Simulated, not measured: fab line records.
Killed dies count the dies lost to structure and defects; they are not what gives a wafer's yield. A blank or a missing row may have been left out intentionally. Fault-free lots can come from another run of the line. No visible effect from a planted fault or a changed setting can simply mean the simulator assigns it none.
Chamber matching ; flow n5_finfet ; 4 sister chambers for N5_BEOL_M2_ETCH_69 on rie_diel-02
The step etches SiARC in CF4, target depth 15.6 nm, time 26 s. 16 wafers are shown with their chamber, then 8 later ones without.

EACH WAFER AND ITS CHAMBER
wafer;chamber;throttle_valve_pct (%);etch_rf_on_time_s (s);showerhead_plenum_p_Torr (Torr)
L074.1;3;15.77;26.9;2.13
L074.2;0;15.68;24.7;2.10
L074.5;2;15.10;27.2;2.12
L076.1;0;15.67;24.9;2.10
L076.2;3;15.76;27.3;2.12
L076.3;1;15.09;26.3;2.07
L077.3;0;15.68;24.5;2.10
L077.4;3;15.76;27.0;2.12
L077.5;1;15.08;25.8;2.07
L082.1;3;15.80;27.0;2.12
L082.3;2;15.15;26.9;2.11
L082.4;0;15.70;24.7;2.10
L084.3;3;15.78;27.1;2.12
L084.5;1;15.12;26.0;2.07
L084.6;0;15.70;24.6;2.09
L086.3;2;15.17;27.0;2.11

SIGNATURES (averages over the wafers above)
reading;chamber 0;chamber 1;chamber 2;chamber 3;scatter within a chamber
throttle_valve_pct;15.6860;15.0967;15.1400;15.7740;0.021
etch_rf_on_time_s;24.680;26.033;27.033;27.060;0.172
showerhead_plenum_p_Torr;2.0980;2.0700;2.1133;2.1220;0.00435
Rule: for each reading, subtract the chamber's mean from the wafer's reading, divide by that reading's scatter and square the result; add these up over the readings and take the root, which gives the wafer's distance from the chamber. If the next closest chamber is less than 2 further off than the closest, the wafer can't be placed; otherwise it belongs to the closest. The scatter: take each reading less its chamber's mean, square it, sum over the shown wafers, divide by the number of wafers less the number of chambers, and take the root.

WAFERS WITH NO CHAMBER GIVEN
wafer;throttle_valve_pct (%);etch_rf_on_time_s (s);showerhead_plenum_p_Torr (Torr)
L086.4;15.81;27.2;2.12
L086.5;15.15;26.0;2.07
L091.1;15.17;27.6;2.11
L091.3;15.15;26.0;2.06
L091.6;15.82;27.3;2.11
L094.2;15.15;25.8;2.06
L094.3;15.74;24.8;2.09
L094.4;15.84;27.0;2.11

WHICH CHAMBER EACH ONE RAN IN
wafer;from the rows above;in truth
L086.4;3;3
L086.5;1;1
L091.1;2;2
L091.3;1;1
L091.6;3;3
L094.2;1;1
L094.3;0;0
L094.4;3;3
8 of 8 placed correctly. Can't be placed from these rows: 0. Wrongly placed: 0.
